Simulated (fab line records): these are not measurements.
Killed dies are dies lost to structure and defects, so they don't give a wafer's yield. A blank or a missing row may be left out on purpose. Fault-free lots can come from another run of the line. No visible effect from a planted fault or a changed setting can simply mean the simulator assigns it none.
fab line records ; flow n5-finfet
record lots=7; wafers=39
route steps=1938 shown ZERO_LAYER@16 FIN_SAQP@130 SDB@369 HKMG_FIN@448 BEOL_M0_SAQP@663 BEOL_M4@1108
start-h: hours from the record's opening day to when the first of the lot's shown wafers began ; wait-h: time in hours since the lot's previous step ; " as in the row above ; L1.1+2: several wafers, shown together as one row ; - no value present, or no start provided ; * or withheld: withheld ; < > ~ a bound
route shown NAME@n: a module of which the file shows steps, and the number in the route of the first ; usual: the fault-free wafers' mean and standard deviation ; same: alike in all rows ; chamber/n: place in a boat ; sites: per-site readings ; _std_site: how widely they spread, as a standard deviation ; _edge_site: inner sites' mean taken away from outer sites' mean ; radius-mm: for every site, how far away it sits from the centre of the wafer ; mask NAME#n: copy n ; behind: tool/chamber where the wafer was last shaped ; hold: reason for holding the lot/hours on hold/outcome of the hold ; device: which transistor (n, p or np) failed to switch ; end of line: at the end of the route, the tests of the same wafers ; step lacking rows: just its recipe ; killed: dies that structure and defects cost at the first sort, which is not the same as the wafer's yield ; map: a wafer's dies, x killed, . not, _ none there
set.NAME: setting as actually run; set.NAME@STEP: the setting as run at that earlier step ; model.NAME: the simulator's own value behind a step, which no gauge read
lots whose settings were changed on purpose; a table a step, a row a wafer
## steps
# step N5_ZERO_LAYER_ETCH_18
# recipe chemistry=HBr/Cl2; target=Si; target-depth-a=1200; time-s=40; pressure-mtorr=10; icp-w=800; bias-w=75; HBr_flow_sccm=150; Cl2_flow_sccm=80
lot.wafer;tool;chamber;start-h;wait-h;set.target-depth-a;model.etch.depth-nm;model.ZERO_LAYER.feature-depth-nm;model.coat_of_ZERO_LAYER_COAT_05.thk-nm
L076.3;rie-si-01;3;24.92;0.0;1200;121.5;121.5;929.4
L076.5;rie-si-01;3;24.92;0.0;1200;121.2;121.2;930.9
L076.6;rie-si-01;0;24.92;0.0;1200;121.5;121.5;930.7
L077.1;rie-si-01;3;30.94;0.0;733.1;74.72;74.72;952.6
L077.2;rie-si-01;0;30.94;0.0;1200;122.3;122.3;936
L077.3;rie-si-01;1;30.94;0.0;1200;121.4;121.4;937
L077.4;rie-si-01;2;30.94;0.0;1200;123;123;938.2
L077.5;rie-si-01;1;30.94;0.0;733.1;73.23;73.23;954.7
L077.6;rie-si-01;0;30.94;0.0;733.1;74.55;74.55;950.7
L083.1;rie-si-06;3;66.94;0.0;1200;120.4;120.4;934.4
L083.2;rie-si-06;2;66.94;0.0;1510;151.8;151.9;922.1
L083.3;rie-si-06;1;66.94;0.0;1510;150;150;925.9
L083.4;rie-si-06;0;66.94;0.0;1510;152.2;152.2;922
L083.5;rie-si-06;0;66.94;0.0;1200;121.1;121.1;932.3
L083.6;rie-si-06;3;66.94;0.0;1200;121.5;121.5;935.3
L088.1;rie-si-06;0;97.03;0.0;1200;119.9;119.9;936.4
L088.2;rie-si-06;3;97.03;0.0;1200;120.3;120.3;936.4
L088.3;rie-si-06;2;97.03;0.0;1200;119.4;119.4;935.6
L088.4;rie-si-06;1;97.03;0.0;1200;119.9;119.9;933.8
L088.5;rie-si-06;1;97.03;0.0;1200;119;119;939.7
L088.6;rie-si-06;2;97.03;0.0;1200;119.7;119.7;936
L095.1;rie-si-06;2;138.79;0.0;611.3;61.35;61.35;946.4
L095.2;rie-si-06;0;138.79;0.0;611.3;61.05;61.05;945.3
L095.3;rie-si-06;1;138.79;0.0;611.3;60.66;60.66;946.2
L095.4;rie-si-06;3;138.79;0.0;1200;118.9;118.9;927.2
L095.5;rie-si-06;1;138.79;0.0;1200;119.5;119.5;926.3
L095.6;rie-si-06;0;138.79;0.0;1200;119.9;119.9;927.4
L096.1;rie-si-03;2;144.91;0.0;1200;118.9;118.9;934.3
L096.2;rie-si-03;0;144.91;0.0;1200;122;122;934.5
L096.3;rie-si-03;3;144.91;0.0;1200;120.8;120.8;938.4
L096.4;rie-si-03;1;144.91;0.0;1200;120.8;120.8;934.6
L096.5;rie-si-03;2;144.91;0.0;1200;118;118;936.2
L096.6;rie-si-03;3;144.91;0.0;1200;119.5;119.5;937.7
L097.1;rie-si-03;3;150.91;0.0;1200;119.5;119.5;927.9
L097.2;rie-si-03;2;150.91;0.0;1395;135.4;135.4;923.2
L097.3;rie-si-03;1;150.91;0.0;1200;119.4;119.4;928.4
L097.4;rie-si-03;0;150.91;0.0;1395;139.6;139.6;920.9
L097.5;rie-si-03;1;150.91;0.0;1200;118.7;118.7;929.2
L097.6;rie-si-03;2;150.91;0.0;1395;135.1;135.1;923.4
# step N5_ZERO_LAYER_STRIP_24
# recipe chemistry=O2; power-w=1000; temp-c=250; overash-fraction=0.3; pressure-mtorr=1000; o2-flow-sccm=6750
# usual strip-time-to-endpoint-s=43.90/0.1
lot.wafer;tool;chamber;start-h;wait-h;set.target-depth-a@ZERO_LAYER_ETCH_18;strip-time-to-endpoint-s
L076.3;plasma-asher-01;0;25.05;0.1;1200;43.81
L076.5;plasma-asher-01;1;25.05;0.1;1200;43.87
L076.6;plasma-asher-01;0;25.05;0.1;1200;43.85
L077.1;plasma-asher-02;0;31.04;0.1;733.1;44.51
L077.2;plasma-asher-02;1;31.04;0.1;1200;44.03
L077.3;plasma-asher-02;1;31.04;0.1;1200;44.04
L077.4;plasma-asher-02;0;31.04;0.1;1200;44.08
L077.5;plasma-asher-02;1;31.04;0.1;733.1;44.57
L077.6;plasma-asher-02;0;31.04;0.1;733.1;44.44
L083.1;plasma-asher-02;1;67.04;0.1;1200;43.97
L083.2;plasma-asher-02;0;67.04;0.1;1510;43.60
L083.3;plasma-asher-02;1;67.04;0.1;1510;43.71
L083.4;plasma-asher-02;0;67.04;0.1;1510;43.60
L083.5;plasma-asher-02;1;67.04;0.1;1200;43.90
L083.6;plasma-asher-02;0;67.04;0.1;1200;44.00
L088.1;plasma-asher-02;0;97.13;0.1;1200;44.02
L088.2;plasma-asher-02;1;97.13;0.1;1200;44.02
L088.3;plasma-asher-02;1;97.13;0.1;1200;44.00
L088.4;plasma-asher-02;0;97.13;0.1;1200;43.95
L088.5;plasma-asher-02;0;97.13;0.1;1200;44.13
L088.6;plasma-asher-02;1;97.13;0.1;1200;44.03
L095.1;plasma-asher-01;0;138.89;0.1;611.3;44.33
L095.2;plasma-asher-01;1;138.89;0.1;611.3;44.30
L095.3;plasma-asher-01;1;138.89;0.1;611.3;44.33
L095.4;plasma-asher-01;0;138.89;0.1;1200;43.76
L095.5;plasma-asher-01;1;138.89;0.1;1200;43.71
L095.6;plasma-asher-01;0;138.89;0.1;1200;43.76
L096.1;plasma-asher-01;0;145.02;0.1;1200;43.98
L096.2;plasma-asher-01;1;145.02;0.1;1200;43.97
L096.3;plasma-asher-01;1;145.02;0.1;1200;44.08
L096.4;plasma-asher-01;0;145.02;0.1;1200;43.97
L096.5;plasma-asher-01;0;145.02;0.1;1200;44.01
L096.6;plasma-asher-01;1;145.02;0.1;1200;44.05
L097.1;plasma-asher-02;1;151.02;0.1;1200;43.78
L097.2;plasma-asher-02;0;151.02;0.1;1395;43.63
L097.3;plasma-asher-02;1;151.02;0.1;1200;43.79
L097.4;plasma-asher-02;0;151.02;0.1;1395;43.57
L097.5;plasma-asher-02;0;151.02;0.1;1200;43.81
L097.6;plasma-asher-02;1;151.02;0.1;1395;43.65
# step N5_FIN_SAQP_ETCH_65
# recipe chemistry=CF4; target=SiO2; target-depth-a=40; ion-energy-ev=350; time-s=4.4; pressure-mtorr=10; icp-w=800; bias-w=400; cf4-flow-sccm=80
lot.wafer;tool;chamber;start-h;wait-h;set.time-s;model.etch.depth-nm
L076.3;rie-si-03;2;36.26;0.1;4.4;3.971
L076.5;rie-si-03;2;36.26;0.1;4.4;3.947
L076.6;rie-si-03;1;36.26;0.1;4.4;4.069
L077.1;rie-si-03;3;42.04;0.1;2.756;2.501
L077.2;rie-si-03;0;42.04;0.1;2.756;2.514
L077.3;rie-si-03;1;42.04;0.1;4.4;4.034
L077.4;rie-si-03;2;42.04;0.1;4.4;3.967
L077.5;rie-si-03;0;42.04;0.1;4.4;4.018
L077.6;rie-si-03;1;42.04;0.1;2.756;2.537
L083.1;rie-si-03;2;79.28;0.1;3.622;3.268
L083.2;rie-si-03;3;79.28;0.1;3.622;3.301
L083.3;rie-si-03;1;79.28;0.1;4.4;4.071
L083.4;rie-si-03;0;79.28;0.1;4.4;4.063
L083.5;rie-si-03;1;79.28;0.1;3.622;3.358
L083.6;rie-si-03;2;79.28;0.1;4.4;3.999
L088.1;rie-si-06;3;108.75;0.1;6.886;6.285
L088.2;rie-si-06;2;108.75;0.1;6.886;6.248
L088.3;rie-si-06;0;108.75;0.1;4.4;3.998
L088.4;rie-si-06;1;108.75;0.1;6.886;6.225
L088.5;rie-si-06;1;108.75;0.1;4.4;3.995
L088.6;rie-si-06;0;108.75;0.1;4.4;4.003
L095.1;rie-si-06;1;149.96;0.1;4.4;3.993
L095.2;rie-si-06;3;149.96;0.1;6.358;5.746
L095.3;rie-si-06;2;149.96;0.1;6.358;5.812
L095.4;rie-si-06;0;149.96;0.1;4.4;3.975
L095.5;rie-si-06;0;149.96;0.1;6.358;5.78
L095.6;rie-si-06;1;149.96;0.1;4.4;4.002
L096.1;rie-si-01;2;155.97;0.1;4.4;4.104
L096.2;rie-si-01;0;155.97;0.1;6.927;6.394
L096.3;rie-si-01;1;155.97;0.1;4.4;4.025
L096.4;rie-si-01;3;155.97;0.1;6.927;6.434
L096.5;rie-si-01;3;155.97;0.1;4.4;4.063
L096.6;rie-si-01;0;155.97;0.1;6.927;6.412
L097.1;rie-si-06;2;162.86;0.1;5.599;5.106
L097.2;rie-si-06;0;162.86;0.1;5.599;5.101
L097.3;rie-si-06;3;162.86;0.1;4.4;4.019
L097.4;rie-si-06;1;162.86;0.1;5.599;5.108
L097.5;rie-si-06;0;162.86;0.1;4.4;4.016
L097.6;rie-si-06;1;162.86;0.1;4.4;4.023
# step N5_SDB_CUT_ETCH_26
# recipe chemistry=HBr/Cl2/O2; target=Si; target-depth-a=1296; bt-time-s=20; mask-material=SiNx; time-s=51.8; ion-energy-ev=*; bias-w=*; pressure-mtorr=10; icp-w=800; HBr_flow_sccm=150; Cl2_flow_sccm=80; O2_flow_sccm=12
lot.wafer;tool;chamber;start-h;wait-h;set.target-depth-a;model.SDB.feature-depth-nm;model.etch.depth-nm;model.SiNx_of_SDB_HM_DEP_00.thk-nm
L076.3;rie-si-06;2;79.84;0.1;1296;128.4;128.5;22.6
L076.5;rie-si-06;0;79.84;0.1;1296;129.6;129.6;21.6
L076.6;rie-si-06;3;79.84;0.1;1296;129.4;129.4;21.6
L077.1;rie-si-06;3;85.43;0.1;1296;128.6;128.6;21.4
L077.2;rie-si-06;2;85.43;0.1;1296;126.8;126.9;22.8
L077.3;rie-si-06;0;85.43;0.1;1296;129;129.1;21.2
L077.4;rie-si-06;1;85.43;0.1;1296;127.8;127.8;22
L077.5;rie-si-06;0;85.43;0.1;1296;129.2;129.2;23
L077.6;rie-si-06;1;85.43;0.1;1296;128.2;128.3;22.4
L083.1;rie-si-01;2;122.69;0.1;2030;208.4;208.3;12
L083.2;rie-si-01;1;122.69;0.1;1296;129.6;129.6;21.4
L083.3;rie-si-01;0;122.69;0.1;1296;133;133;19.8
L083.4;rie-si-01;3;122.69;0.1;2030;207.2;207.3;13
L083.5;rie-si-01;0;122.69;0.1;1296;132.4;132.3;20.8
L083.6;rie-si-01;3;122.69;0.1;2030;207;206.9;12.2
L088.1;rie-si-06;0;152.52;0.1;1296;132.2;132.3;21.2
L088.2;rie-si-06;3;152.52;0.1;688.4;69.2;69.23;29.2
L088.3;rie-si-06;1;152.52;0.1;1296;131.8;131.9;21.2
L088.4;rie-si-06;2;152.52;0.1;1296;132;132;22.2
L088.5;rie-si-06;0;152.52;0.1;688.4;70.8;70.75;29.4
L088.6;rie-si-06;1;152.52;0.1;688.4;69.8;69.82;29.6
L095.1;rie-si-01;2;189.88;0.1;1296;134;133.9;21.4
L095.2;rie-si-01;1;189.88;0.1;1296;129.8;129.7;21.4
L095.3;rie-si-01;0;189.88;0.1;1296;132.8;132.7;21.4
L095.4;rie-si-01;3;189.88;0.1;1296;132.8;132.7;22.2
L095.5;rie-si-01;2;189.88;0.1;1296;133.2;133.2;22.4
L095.6;rie-si-01;3;189.88;0.1;1296;132.4;132.4;21.6
L096.1;rie-si-01;3;202.09;0.1;524.8;53;53.1;30.6
L096.2;rie-si-01;2;202.09;0.1;1296;132.2;132.2;20
L096.3;rie-si-01;1;202.09;0.1;524.8;51.8;51.72;31.2
L096.4;rie-si-01;0;202.09;0.1;524.8;52.8;52.9;31.2
L096.5;rie-si-01;3;202.09;0.1;1296;130.8;130.9;21.4
L096.6;rie-si-01;0;202.09;0.1;1296;131;131;21.6
L097.1;rie-si-03;1;207.22;0.1;1867;186.8;186.7;14.6
L097.2;rie-si-03;3;207.22;0.1;1296;128.4;128.4;21.4
L097.3;rie-si-03;2;207.22;0.1;1867;183.8;183.9;15.8
L097.4;rie-si-03;1;207.22;0.1;1867;185.2;185.3;15.4
L097.5;rie-si-03;2;207.22;0.1;1296;127.8;127.8;22.2
L097.6;rie-si-03;3;207.22;0.1;1296;127.2;127.1;23
# step N5_HKMG_FIN_NWFM_ALD_20
# recipe material=TiAlC; target-thk-a=20; temp-c=300; ald-precursor-family=TiCl4; ald-co-reactant=TEA; pulse-time-s=3; purge-time-s=2; co-reactant-purge-time-s=2; co-reactant-pulse-time-s=10; ald-cycles=7; pressure-torr=3
lot.wafer;tool;chamber;start-h;wait-h;set.ald-cycles;model.TiAlC_of_HKMG_FIN_NWFM_ALD_20.thk-nm
L076.3+5+6;ald-metal-01;1,2,1;90.68;0.1;7;2
L077.1+3+6;ald-metal-01;2,1,1;95.60;0.3;11;3.2
L077.2+4+5;ald-metal-01;0,3,2;95.60;0.3;7;2
L083.1+4+5;ald-metal-03;2,3,0;132.98;0.3;10;2.8
L083.2+3+6;ald-metal-03;0,1,3;132.98;0.3;7;2
L088.1+3+6;ald-metal-02;1,3,3;162.85;0.3;4;1.2
L088.2+4+5;ald-metal-02;2,0,0;162.85;0.3;7;2
L095.1+4+5;ald-metal-03;3,1,1;200.62;0.3;7;2
L095.2+3+6;ald-metal-03;0,2,2;200.62;0.3;4;1.2
L096.1+5+6;ald-metal-02;2,2,3;212.23;0.3;7;2
L096.2+3+4;ald-metal-02;0,1,3;212.23;0.3;11;3.2
L097.1+2+5;ald-metal-03;0,3,1;217.67;0.3;7;2
L097.3+4+6;ald-metal-03;1,0,3;217.67;0.3;9;2.6
# step N5_BEOL_M0_SAQP_SPACER1_ALD_98
# recipe material=SiO2; target-thk-a=128; temp-c=300; ald-precursor-family=BDEAS; ald-co-reactant=O2-plasma; pulse-time-s=1; purge-time-s=2; co-reactant-purge-time-s=2; ald-cycles=138; pressure-torr=2
lot.wafer;tool;chamber;start-h;wait-h;set.ald-cycles;model.SiO2_of_BEOL_M0_SAQP_SPACER1_ALD_98.thk-nm
L076.3+5+6;ald-sin-01;3,1,0;121.12;0.2;138;12.8
L077.1+4+5;ald-sin-04;0,3,0;129.10;0.4;138;12.8
L077.2+3;ald-sin-04;1,2;129.10;0.4;62;5.8
L077.6;ald-sin-04;1;129.10;0.4;62;6
L083.1+2+3+4+5+6;ald-sin-01;1,0,3,2,0,1;161.78;1.1;138;12.8
L088.1+2+3+4+5+6;ald-sin-01;3,0,1,2,0,1;192.83;1.0;138;12.8
L095.1+3+4;ald-sin-01;1,2,3;231.27;0.3;138;12.8
L095.2;ald-sin-01;0;231.27;0.3;202;18.8
L095.5+6;ald-sin-01;0,3;231.27;0.3;202;18.6
L096.1+2+3+4+5+6;ald-sin-01;3,0,1,2,3,0;242.26;0.3;138;12.8
L097.1+4+6;ald-sin-01;0,2,1;251.69;0.5;83;7.6
L097.2+3+5;ald-sin-01;3,1,2;251.69;0.5;138;12.8
# step N5_BEOL_M0_SAQP_SPACER1_ETCHBACK_99
# recipe chemistry=CHF3/O2; mode=anisotropic-etchback; target=SiO2; target-depth-a=154; time-s=7.7; pressure-mtorr=30; source-w=650; bias-w=170; Ar_flow_sccm=200; CHF3_flow_sccm=50; O2_flow_sccm=5; ion-energy-ev=200
# step N5_BEOL_M0_SAQP_MANDREL1_REMOVE_100
# recipe chemistry=HBr/Cl2/O2; bt-time-s=10; target=a-Si; stop-on=SiNx; endpoint=OES-SiCl; over-etch-frac=0.85; icp-w=600; bias-w=30; HBr_flow_sccm=150; Cl2_flow_sccm=80; O2_flow_sccm=5; pressure-mtorr=10
lot.wafer;tool;chamber;start-h;wait-h;set.ald-cycles@BEOL_M0_SAQP_SPACER1_ALD_98;model.BEOL_M0_SAQP.cd-nm;model.SiO2_of_BEOL_M0_SAQP_SPACER1_ALD_98.thk-nm
L076.3;rie-si-04;0;121.90;0.1;138;12.6;7.4
L076.5+6;rie-si-04;2,1;121.90;0.1;138;12.8;7.4
L077.1;rie-si-02;2;129.66;0.1;138;12.8;7.4
L077.2+3;rie-si-02;0,3;129.66;0.1;62;5.8;2.6
L077.4+5;rie-si-02;1,0;129.66;0.1;138;13;7.6
L077.6;rie-si-02;3;129.66;0.1;62;6;2.8
L083.1+2+4+5+6;rie-si-04;2,1,3,3,0;162.51;0.1;138;12.8;7.4
L083.3;rie-si-04;0;162.51;0.1;138;13;7.4
L088.1;rie-si-05;1;193.41;0.1;138;12.6;7.4
L088.2+3+6;rie-si-05;0,3,3;193.41;0.1;138;12.8;7.4
L088.4+5;rie-si-05;2;193.41;0.1;138;13;7.4
L095.1;rie-si-04;3;231.83;0.1;138;12.6;7.4
L095.2;rie-si-04;1;231.83;0.1;202;18.8;13.4
L095.3+4;rie-si-04;0,2;231.83;0.1;138;12.8;7.4
L095.5;rie-si-04;1;231.83;0.1;202;18.8;13.2
L095.6;rie-si-04;0;231.83;0.1;202;18.6;13.4
L096.1+2+3+4+5+6;rie-si-02;0,2,1,3,2,1;242.82;0.1;138;12.8;7.4
L097.1+6;rie-si-04;0,2;252.25;0.1;83;7.6;3.4
L097.2+3+5;rie-si-04;2,1,0;252.25;0.1;138;12.8;7.4
L097.4;rie-si-04;1;252.25;0.1;83;7.8;3.6
# step N5_BEOL_M0_SAQP_CD_MEAS_25
# recipe target-cd-nm=13.1; landing-energy-ev=1000; detector=se-inlens
# usual cd-nm=12.79/0.21
lot.wafer;tool;chamber;start-h;wait-h;set.ald-cycles@BEOL_M0_SAQP_SPACER1_ALD_98;cd-nm
L076.3;cd-sem-03;0;122.01;0.1;138;12.67
L076.5;cd-sem-03;0;122.01;0.1;138;12.77
L076.6;cd-sem-03;0;122.01;0.1;138;12.82
L077.1;cd-sem-02;0;129.77;0.1;138;12.64
L077.2;cd-sem-02;0;129.77;0.1;62;5.73
L077.3;cd-sem-02;0;129.77;0.1;62;5.81
L077.4;cd-sem-02;0;129.77;0.1;138;13.09
L077.5;cd-sem-02;0;129.77;0.1;138;12.84
L077.6;cd-sem-02;0;129.77;0.1;62;5.90
L083.1;cd-sem-02;0;162.62;0.1;138;12.61
L083.2;cd-sem-02;0;162.62;0.1;138;12.92
L083.3;cd-sem-02;0;162.62;0.1;138;12.86
L083.4;cd-sem-02;0;162.62;0.1;138;12.64
L083.5;cd-sem-02;0;162.62;0.1;138;12.38
L083.6;cd-sem-02;0;162.62;0.1;138;12.75
L088.1;cd-sem-02;0;193.52;0.1;138;12.65
L088.2;cd-sem-02;0;193.52;0.1;138;12.97
L088.3;cd-sem-02;0;193.52;0.1;138;13.05
L088.4;cd-sem-02;0;193.52;0.1;138;13.35
L088.5;cd-sem-02;0;193.52;0.1;138;13.22
L088.6;cd-sem-02;0;193.52;0.1;138;12.70
L095.1;cd-sem-01;0;231.94;0.1;138;12.52
L095.2;cd-sem-01;0;231.94;0.1;202;18.56
L095.3;cd-sem-01;0;231.94;0.1;138;13.13
L095.4;cd-sem-01;0;231.94;0.1;138;12.76
L095.5;cd-sem-01;0;231.94;0.1;202;18.70
L095.6;cd-sem-01;0;231.94;0.1;202;18.51
L096.1;cd-sem-02;0;242.93;0.1;138;12.69
L096.2;cd-sem-02;0;242.93;0.1;138;12.66
L096.3;cd-sem-02;0;242.93;0.1;138;12.87
L096.4;cd-sem-02;0;242.93;0.1;138;12.68
L096.5;cd-sem-02;0;242.93;0.1;138;12.97
L096.6;cd-sem-02;0;242.93;0.1;138;12.67
L097.1;cd-sem-02;0;252.36;0.1;83;7.52
L097.2;cd-sem-02;0;252.36;0.1;138;12.86
L097.3;cd-sem-02;0;252.36;0.1;138;12.95
L097.4;cd-sem-02;0;252.36;0.1;83;7.76
L097.5;cd-sem-02;0;252.36;0.1;138;12.76
L097.6;cd-sem-02;0;252.36;0.1;83;7.25
# step N5_BEOL_M4_DEP_57
# recipe material=SiCN; target-thk-a=80; temp-c=withheld; precursor=3MS/NH3; pressure-torr=3; rf-w=202; time-s=14
lot.wafer;tool;chamber;start-h;wait-h;set.target-thk-a;model.SiCN_of_BEOL_M4_DEP_57.thk-nm
L076.3;pecvd-02;0;200.12;0.0;80;7.8
L076.5+6;pecvd-02;1,0;200.12;0.0;80;8.2
L077.1+6;pecvd-03;0;200.27;0.0;63.36;6.2
L077.2+4;pecvd-03;2,1;200.27;0.0;80;8.4
L077.3;pecvd-03;1;200.27;0.0;80;8
L077.5;pecvd-03;2;200.27;0.0;63.36;6.6
L083.1+2+3+4+5+6;pecvd-03;2,0,1,2,1,0;234.19;0.0;80;8
L088.1+3+5;pecvd-03;0,2,0;266.93;0.0;80;7.8
L088.2;pecvd-03;1;266.93;0.0;66.59;6.4
L088.4;pecvd-03;1;266.93;0.0;66.59;6.6
L088.6;pecvd-03;2;266.93;0.0;66.59;6.8
L095.1+3+6;pecvd-02;0,2,0;307.45;0.0;80;7.8
L095.2+4;pecvd-02;1,2;307.45;0.0;80;8
L095.5;pecvd-02;1;307.45;0.0;80;8.2
L097.1+2+3+4+5+6;pecvd-01;0,2,1,0,2,1;312.81;0.0;80;7.8
L096.1+6;pecvd-02;2;316.17;0.0;105.9;10.6
L096.2;pecvd-02;0;316.17;0.0;105.9;10.2
L096.3+5;pecvd-02;0;316.17;0.0;80;8
L096.4;pecvd-02;2;316.17;0.0;80;8.2
## key
split step=N5_ZERO_LAYER_ETCH_18; setting=target-depth-a; stated=1200; by=wafer
response step=N5_ZERO_LAYER_ETCH_18; reading=model.etch.depth-nm; change=+1.2; per=1%; r=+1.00
response step=N5_ZERO_LAYER_ETCH_18; reading=model.ZERO_LAYER.feature-depth-nm; change=+1.2; per=1%; r=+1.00
response step=N5_ZERO_LAYER_ETCH_18; reading=model.coat_of_ZERO_LAYER_COAT_05.thk-nm; change=-0.394; per=1%; r=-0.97
response step=N5_ZERO_LAYER_STRIP_24; reading=strip-time-to-endpoint-s; change=*; per=1%; r=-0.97
split step=N5_FIN_SAQP_ETCH_65; setting=time-s; stated=4.4; by=wafer
response step=N5_FIN_SAQP_ETCH_65; reading=model.etch.depth-nm; change=+0.0403; per=1%; r=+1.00
split step=N5_SDB_CUT_ETCH_26; setting=target-depth-a; stated=1296; by=wafer
response step=N5_SDB_CUT_ETCH_26; reading=model.SDB.feature-depth-nm; change=+1.33; per=1%; r=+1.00
response step=N5_SDB_CUT_ETCH_26; reading=model.etch.depth-nm; change=+1.33; per=1%; r=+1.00
response step=N5_SDB_CUT_ETCH_26; reading=model.SiNx_of_SDB_HM_DEP_00.thk-nm; change=-0.16; per=1%; r=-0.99
split step=N5_HKMG_FIN_NWFM_ALD_20; setting=ald-cycles; stated=7; by=wafer
response step=N5_HKMG_FIN_NWFM_ALD_20; reading=model.TiAlC_of_HKMG_FIN_NWFM_ALD_20.thk-nm; change=+0.02; per=1%; r=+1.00
split step=N5_BEOL_M0_SAQP_SPACER1_ALD_98; setting=ald-cycles; stated=138; by=wafer
response step=N5_BEOL_M0_SAQP_SPACER1_ALD_98; reading=model.SiO2_of_BEOL_M0_SAQP_SPACER1_ALD_98.thk-nm; change=+0.127; per=1%; r=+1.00
response step=N5_BEOL_M0_SAQP_MANDREL1_REMOVE_100; reading=model.BEOL_M0_SAQP.cd-nm; change=+0.129; per=1%; r=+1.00
response step=N5_BEOL_M0_SAQP_MANDREL1_REMOVE_100; reading=model.SiO2_of_BEOL_M0_SAQP_SPACER1_ALD_98.thk-nm; change=+0.103; per=1%; r=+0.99
response step=N5_BEOL_M0_SAQP_CD_MEAS_25; reading=cd-nm; change=+0.128; per=1%; r=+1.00
split step=N5_BEOL_M4_DEP_57; setting=target-thk-a; stated=80; by=wafer
response step=N5_BEOL_M4_DEP_57; reading=model.SiCN_of_BEOL_M4_DEP_57.thk-nm; change=+0.0783; per=1%; r=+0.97
